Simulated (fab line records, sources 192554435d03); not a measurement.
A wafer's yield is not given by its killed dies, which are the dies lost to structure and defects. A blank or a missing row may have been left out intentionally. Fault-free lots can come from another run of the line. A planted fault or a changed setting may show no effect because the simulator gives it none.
Which tool did it? -- flow n5_finfet -- 22 lots with 66 wafers sampled at 6 steps, on a route of 1938 steps

## WHAT EACH GAUGE READ, for each wafer
The record lacks any reading of a measuring or inspecting step that a usual standard deviation could be used to judge.

## WHAT TOOL EACH LOT RAN ON (gives the tool, then ch and the chambers of the sampled wafers, and finally the start)
lot,N5_BEOL_M14_STRIP_37,N5_BEOL_M14_DEP_53,N5_BEOL_M15_ILD_DEP_00,N5_BEOL_M15_ETCH_59,N5_BEOL_M15_TRENCH_ETCH_34,N5_BEOL_M15_ETCH_38
L075,"rie_diel-02 ch 0,2, day 13 03:08","pecvd-02 ch 0,2, day 13 05:43","pecvd-02 ch 0,1,2, day 13 05:54","rie_diel-03 ch 0,1,2, day 13 07:00","rie_diel-01 ch 0,2,3, day 13 08:32","rie_diel-01 ch 0,3, no start"
L076,"rie_diel-05 ch 0,1,2, day 13 04:47","pecvd-01 ch 0,1, day 13 07:13","pecvd-04 ch 0,1, day 13 07:20","rie_diel-04 ch 0,2, day 13 08:08","rie_diel-04 ch 1,2, day 13 09:50","rie_diel-01 ch 2,3, no start"
L077,"rie_diel-02 ch 0,3, day 13 09:21","pecvd-04 ch 0,1,2, day 13 12:49","pecvd-03 ch 0,1,2, day 13 12:57","rie_diel-03 ch 0,3, day 13 13:55","rie_diel-03 ch 0,3, day 13 15:36","rie_diel-01 ch 0,2,3, no start"
L078,"rie_diel-02 ch 1,2,3, day 13 21:01","pecvd-01 ch 1,2, day 13 23:01","pecvd-03 ch 1,2, day 13 23:09","rie_diel-04 ch 1,3, day 13 23:49","rie_diel-04 ch 1,2,3, day 14 01:20","rie_diel-03 ch 0,2,3, no start"
L080,"rie_diel-06 ch 0,1,3, day 13 21:59","pecvd-04 ch 0,2, day 13 23:45","pecvd-03 ch 0,1,2, day 13 23:53","rie_diel-01 ch 0,1, day 14 00:48","rie_diel-03 ch 0,1,3, day 14 02:34","rie_diel-03 ch 0,1,2, no start"
L079,"rie_diel-02 ch 0,2,3, day 14 03:26","pecvd-01 ch 0,1,2, day 14 05:20","pecvd-02 ch 0,2, day 14 05:27","rie_diel-01 ch 0,1, day 14 06:08","rie_diel-04 ch 2,3, day 14 08:01","rie_diel-04 ch 1,2, no start"
L081,"rie_diel-05 ch 2,3, day 14 06:27","pecvd-01 ch 0,1, day 14 08:20","pecvd-03 ch 0,1, day 14 08:28","rie_diel-04 ch 2,3, day 14 09:08","rie_diel-03 ch 0,2, day 14 10:47","rie_diel-04 ch 1,2,3, no start"
L082,"rie_diel-05 ch 0,1,2, day 14 16:44","pecvd-04 ch 0,2, day 14 18:56","pecvd-02 ch 0,1,2, day 14 19:04","rie_diel-04 ch 1,2, day 14 19:44","rie_diel-03 ch 0,1,3, day 14 21:33","rie_diel-04 ch 1,3, no start"
L083,"rie_diel-05 ch 0,1,3, day 14 18:02","pecvd-01 ch 0,1,2, day 14 19:44","pecvd-04 ch 0,1,2, day 14 19:52","rie_diel-03 ch 1,2,3, day 14 20:40","rie_diel-04 ch 1,2,3, day 14 22:20","rie_diel-03 ch 1,2,3, no start"
L087,"rie_diel-05 ch 0,2,3, day 15 06:58","pecvd-01 ch 0,1,2, day 15 09:09","pecvd-04 ch 0,1, day 15 09:17","rie_diel-01 ch 2,3, day 15 10:14","rie_diel-01 ch 0,1, day 15 11:52","rie_diel-01 ch 0,1,2, no start"
L085,"rie_diel-06 ch 0,1,3, day 15 19:26","pecvd-04 ch 0,1, day 15 21:24","pecvd-02 ch 0,2, day 15 21:32","rie_diel-01 ch 0,2, day 15 22:26","rie_diel-03 ch 0,1,2, day 16 00:01","rie_diel-04 ch 0,1, no start"
L086,"rie_diel-06 ch 1,3, day 16 00:04","pecvd-02 ch 0,2, day 16 01:47","pecvd-04 ch 0,1, day 16 01:55","rie_diel-01 ch 0,1,2, day 16 02:44","rie_diel-03 ch 1,2, day 16 04:22","rie_diel-01 ch 1,2,3, no start"
L089,"rie_diel-06 ch 0,1,3, day 16 06:07","pecvd-04 ch 1,2, day 16 11:03","pecvd-03 ch 0,1,2, day 16 11:11","rie_diel-01 ch 2,3, day 16 11:51","rie_diel-04 ch 0,1, day 16 13:31","rie_diel-01 ch 1,2, no start"
L091,"rie_diel-05 ch 0,2,3, day 16 13:19","pecvd-01 ch 0,1, day 16 15:14","pecvd-02 ch 0,2, day 16 15:22","rie_diel-04 ch 1,2,3, day 16 16:02","rie_diel-03 ch 0,1,2, day 16 17:38","rie_diel-04 ch 1,2,3, no start"
L088,"rie_diel-02 ch 1,2,3, day 16 13:45","pecvd-01 ch 0,2, day 16 15:52","pecvd-04 ch 0,1,2, day 16 16:00","rie_diel-01 ch 1,3, day 16 16:41","rie_diel-03 ch 1,2,3, day 16 18:38","rie_diel-01 ch 1,3, no start"
L092,"rie_diel-06 ch 0,1,2, day 16 18:30","pecvd-04 ch 0,1,2, day 16 20:23","pecvd-03 ch 0,2, day 16 20:30","rie_diel-03 ch 0,2, day 16 21:11","rie_diel-03 ch 2,3, day 16 22:48","rie_diel-03 ch 0,3, no start"
L090,"rie_diel-06 ch 0,2,3, day 17 02:05","pecvd-01 ch 0,1, day 17 04:11","pecvd-03 ch 2, day 17 04:19","rie_diel-04 ch 0,2,3, day 17 05:14","rie_diel-03 ch 0,2, day 17 07:13","rie_diel-01 ch 0,2,3, no start"
L093,"rie_diel-02 ch 0,3, day 17 19:20","pecvd-04 ch 0,2, day 17 22:06","pecvd-03 ch 0,1,2, day 17 22:14","rie_diel-03 ch 1,2,3, day 17 23:02","rie_diel-04 ch 1,2,3, day 18 01:11","rie_diel-04 ch 2,3, no start"
L095,"rie_diel-02 ch 1,2, day 17 23:21","pecvd-04 ch 1,2, day 18 01:17","pecvd-03 ch 1,2, day 18 01:25","rie_diel-03 ch 0,2, day 18 02:47","rie_diel-04 ch 0,1,2, day 18 04:22","rie_diel-01 ch 2,3, no start"
L094,"rie_diel-02 ch 2,3, day 18 06:35","pecvd-04 ch 0,1,2, day 18 08:52","pecvd-03 ch 0,1, day 18 08:59","rie_diel-04 ch 1,3, day 18 09:55","rie_diel-03 ch 0,2, day 18 11:32","rie_diel-04 ch 0,2,3, no start"
L097,"rie_diel-06 ch 0,1,2, day 18 18:56","pecvd-04 ch 0,1,2, day 18 20:38","pecvd-03 ch 2, day 18 20:46","rie_diel-03 ch 1,2,3, day 18 21:41","rie_diel-04 ch 0,2, day 18 23:27","rie_diel-04 ch 0,3, no start"
L096,"rie_diel-06 ch 0,3, day 18 22:20","pecvd-04 ch 0,1, day 19 00:59","pecvd-04 ch 0,2, day 19 01:07","rie_diel-01 ch 0,2,3, day 19 01:48","rie_diel-03 ch 0,1,3, day 19 03:48","rie_diel-03 ch 1,2,3, no start"
- N5_BEOL_M14_STRIP_37: strips in O2.
- N5_BEOL_M14_DEP_53: deposits SiCN from 3MS/NH3, target thk 50 nm, time 17.8 s.
- N5_BEOL_M15_ILD_DEP_00: deposits SiO2 from TEOS/O2, target thk 1629.3 nm, time 346.1 s.
- N5_BEOL_M15_ETCH_59: etches BARC in N2/H2, target depth 89 nm, overetch 26.7 nm, time 67.9 s.
- N5_BEOL_M15_TRENCH_ETCH_34: etches SiO2 in C4F8/O2/Ar, target depth 872.93 nm, time 199 s.
- N5_BEOL_M15_ETCH_38: etches SiCN in CF4/N2, target depth 106.4 nm, time 120.5 s.

## WHAT THE TOOLS THEMSELVES READ (means of the sampled wafers that have a number; where no wafer has one, the mark that the record gives instead)
N5_BEOL_M14_STRIP_37.
lot,tool,drypump_motor_current_A (A),oes_product_au (a.u.),rf_vpp_V (V),showerhead_plenum_p_Torr (Torr),throttle_valve_pct (%)
L075,rie_diel-02,5.4,0.88,3.1,2.14,16.63
L076,rie_diel-05,5.7,0.80,2.8,2.08,16.79
L077,rie_diel-02,5.6,0.88,3.8,2.17,16.60
L078,rie_diel-02,5.7,0.87,3.7,2.13,16.57
L080,rie_diel-06,5.8,0.77,3.0,2.10,16.63
L079,rie_diel-02,5.8,0.84,3.5,2.16,16.66
L081,rie_diel-05,5.4,0.85,4.6,2.10,16.44
L082,rie_diel-05,5.7,0.76,3.7,2.07,16.82
L083,rie_diel-05,5.6,0.73,2.9,2.09,16.86
L087,rie_diel-05,5.7,0.79,3.6,2.09,16.67
L085,rie_diel-06,5.8,0.75,3.8,2.09,16.68
L086,rie_diel-06,5.8,0.70,3.3,2.08,16.78
L089,rie_diel-06,5.8,0.75,3.5,2.09,16.69
L091,rie_diel-05,5.7,0.78,3.7,2.08,16.67
L088,rie_diel-02,5.7,0.84,4.2,2.12,16.59
L092,rie_diel-06,5.9,0.86,3.4,2.08,16.50
L090,rie_diel-06,6.0,0.83,3.9,2.07,16.69
L093,rie_diel-02,6.0,0.82,4.1,2.18,16.66
L095,rie_diel-02,5.3,0.84,2.9,2.07,16.57
L094,rie_diel-02,6.1,0.79,3.7,2.16,16.70
L097,rie_diel-06,6.0,0.83,3.7,2.07,16.53
L096,rie_diel-06,5.8,0.89,4.5,2.08,16.60

N5_BEOL_M14_DEP_53.
lot,tool,showerhead_plenum_p_Torr (Torr),throttle_valve_pct (%)
L075,pecvd-02,4.157,18.4
L076,pecvd-01,4.171,19.2
L077,pecvd-04,4.165,18.6
L078,pecvd-01,4.147,18.3
L080,pecvd-04,4.169,18.7
L079,pecvd-01,4.152,18.9
L081,pecvd-01,4.165,19.1
L082,pecvd-04,4.150,18.1
L083,pecvd-01,4.152,18.7
L087,pecvd-01,4.156,18.8
L085,pecvd-04,4.183,19.2
L086,pecvd-02,4.154,17.8
L089,pecvd-04,4.154,18.1
L091,pecvd-01,4.167,19.3
L088,pecvd-01,4.147,19.1
L092,pecvd-04,4.166,18.7
L090,pecvd-01,4.168,19.1
L093,pecvd-04,4.170,18.9
L095,pecvd-04,4.168,18.3
L094,pecvd-04,4.169,18.6
L097,pecvd-04,4.167,18.4
L096,pecvd-04,4.188,19.2

N5_BEOL_M15_ILD_DEP_00.
lot,tool,heater_power_w (W),showerhead_plenum_p_Torr (Torr),throttle_valve_pct (%)
L075,pecvd-02,572,8.33,18.4
L076,pecvd-04,477,8.39,19.4
L077,pecvd-03,544,8.36,19.5
L078,pecvd-03,490,8.35,19.9
L080,pecvd-03,455,8.34,19.3
L079,pecvd-02,558,8.33,18.9
L081,pecvd-03,518,8.35,20.0
L082,pecvd-02,605,8.34,18.5
L083,pecvd-04,538,8.35,19.2
L087,pecvd-04,454,8.39,19.7
L085,pecvd-02,488,8.33,18.8
L086,pecvd-04,440,8.39,19.8
L089,pecvd-03,501,8.34,19.4
L091,pecvd-02,520,8.33,18.4
L088,pecvd-04,474,8.37,19.3
L092,pecvd-03,492,8.36,18.8
L090,pecvd-03,438,8.35,18.5
L093,pecvd-03,472,8.34,19.3
L095,pecvd-03,455,8.35,19.9
L094,pecvd-03,523,8.34,20.1
L097,pecvd-03,411,8.36,18.7
L096,pecvd-04,506,8.32,18.9

N5_BEOL_M15_ETCH_59.
lot,tool,drypump_motor_current_A (A),oes_product_au (a.u.),rf_vpp_V (V),showerhead_plenum_p_Torr (Torr),throttle_valve_pct (%)
L075,rie_diel-03,5.3,0.61,524.3,2.60,18.2
L076,rie_diel-04,5.5,0.70,523.2,2.54,17.8
L077,rie_diel-03,5.5,0.64,523.1,2.51,18.2
L078,rie_diel-04,6.0,0.62,522.4,2.50,18.3
L080,rie_diel-01,6.3,0.63,520.1,2.45,18.0
L079,rie_diel-01,6.2,0.63,521.6,2.44,18.0
L081,rie_diel-04,5.7,0.65,522.8,2.51,18.0
L082,rie_diel-04,5.8,0.68,522.0,2.47,18.3
L083,rie_diel-03,5.7,0.63,524.1,2.57,18.1
L087,rie_diel-01,6.0,0.62,525.6,2.63,18.0
L085,rie_diel-01,5.9,0.65,524.5,2.57,17.9
L086,rie_diel-01,6.0,0.64,522.2,2.51,18.0
L089,rie_diel-01,5.9,0.61,526.0,2.62,18.0
L091,rie_diel-04,5.8,0.65,522.5,2.48,18.2
L088,rie_diel-01,6.2,0.59,523.4,2.49,18.2
L092,rie_diel-03,4.8,0.60,525.5,2.59,18.3
L090,rie_diel-04,5.7,0.69,523.3,2.54,17.8
L093,rie_diel-03,5.8,0.70,525.2,2.56,17.9
L095,rie_diel-03,4.8,0.60,525.8,2.59,18.3
L094,rie_diel-04,6.0,0.60,522.4,2.49,18.3
L097,rie_diel-03,5.7,0.69,524.5,2.55,17.9
L096,rie_diel-01,6.0,0.63,523.9,2.57,17.9

N5_BEOL_M15_TRENCH_ETCH_34.
lot,tool,drypump_motor_current_A (A),oes_ar_750_au (a.u.),oes_product_au (a.u.),rf_vpp_V (V),showerhead_plenum_p_Torr (Torr),throttle_valve_pct (%)
L075,rie_diel-01,6.0,0.78,0.78,2223,3.49,30.79
L076,rie_diel-04,5.9,0.80,0.80,2225,3.32,31.14
L077,rie_diel-03,5.5,0.75,0.74,2206,3.40,31.29
L078,rie_diel-04,5.7,0.78,0.78,2237,3.36,31.09
L080,rie_diel-03,5.8,0.74,0.73,2232,3.43,31.14
L079,rie_diel-04,5.5,0.81,0.82,2234,3.39,30.99
L081,rie_diel-03,4.8,0.72,0.71,2214,3.51,31.40
L082,rie_diel-03,5.8,0.74,0.73,2232,3.43,31.13
L083,rie_diel-04,5.8,0.77,0.78,2236,3.36,31.10
L087,rie_diel-01,6.2,0.77,0.79,2250,3.33,30.67
L085,rie_diel-03,5.3,0.70,0.69,2230,3.50,31.30
L086,rie_diel-03,5.2,0.71,0.70,2240,3.54,31.25
L089,rie_diel-04,6.0,0.87,0.88,2251,3.45,30.70
L091,rie_diel-03,5.3,0.70,0.69,2231,3.50,31.29
L088,rie_diel-03,5.7,0.73,0.72,2240,3.46,31.12
L092,rie_diel-03,5.8,0.77,0.76,2225,3.39,31.07
L090,rie_diel-03,4.8,0.70,0.70,2213,3.50,31.43
L093,rie_diel-04,5.8,0.75,0.75,2235,3.35,31.13
L095,rie_diel-04,5.8,0.82,0.83,2236,3.39,30.88
L094,rie_diel-03,4.8,0.70,0.69,2213,3.50,31.45
L097,rie_diel-04,5.4,0.85,0.85,2232,3.42,30.76
L096,rie_diel-03,5.8,0.79,0.79,2231,3.41,31.06

N5_BEOL_M15_ETCH_38.
lot,tool,drypump_motor_current_A (A),oes_product_au (a.u.),rf_vpp_V (V),showerhead_plenum_p_Torr (Torr),throttle_valve_pct (%)
L075,rie_diel-01,6.1,0.82,381.7,2.20,15.13
L076,rie_diel-01,6.0,0.74,384.7,2.28,15.45
L077,rie_diel-01,6.0,0.77,383.0,2.24,15.35
L078,rie_diel-03,5.4,0.75,382.2,2.20,15.70
L080,rie_diel-03,5.3,0.70,383.4,2.25,15.82
L079,rie_diel-04,5.8,0.79,380.5,2.13,15.63
L081,rie_diel-04,5.8,0.77,382.0,2.15,15.60
L082,rie_diel-04,6.1,0.72,379.9,2.13,15.78
L083,rie_diel-03,5.7,0.74,383.8,2.23,15.66
L087,rie_diel-01,6.0,0.74,381.4,2.17,15.53
L085,rie_diel-04,6.0,0.80,380.5,2.16,15.53
L086,rie_diel-01,6.1,0.70,382.7,2.22,15.64
L089,rie_diel-01,6.1,0.68,381.3,2.15,15.78
L091,rie_diel-04,5.8,0.75,380.9,2.15,15.64
L088,rie_diel-01,6.2,0.70,382.7,2.22,15.54
L092,rie_diel-03,5.9,0.76,380.3,2.14,15.56
L090,rie_diel-01,6.0,0.75,382.7,2.23,15.41
L093,rie_diel-04,5.4,0.78,380.8,2.16,15.47
L095,rie_diel-01,5.9,0.71,383.6,2.26,15.64
L094,rie_diel-04,5.7,0.80,381.9,2.20,15.36
L097,rie_diel-04,5.9,0.82,383.4,2.23,15.22
L096,rie_diel-03,5.7,0.79,382.3,2.22,15.56

## THE ANSWER, worked out from the rows above alone
Rule: what is usual is taken from the lots themselves. The widest of any qualifying gaps counts: lots, ordered by their means at a reading, are off when they make up no more than a third of the lots, leave a main group of 4 or more, and stand apart from it by 3 or more times the standard deviation of that group's means. A main group whose means are all the same, to the digits that the tables above print for the reading, isn't used. Also off: a lot with no number at a reading for which 4 or more lots have one. Where the step has rows for the other lots, those lots are counted as sound. After the gauges, taken in route order, come the tools' own readings; for these a lot's mean is taken, as printed above. The first step at which some lot is off is used, and at that step the reading that is off furthest; a lot without a number counts as furthest.
Nothing can be told from this: no lot is off at any reading shown.

## WHAT THE SIMULATOR PUT IN
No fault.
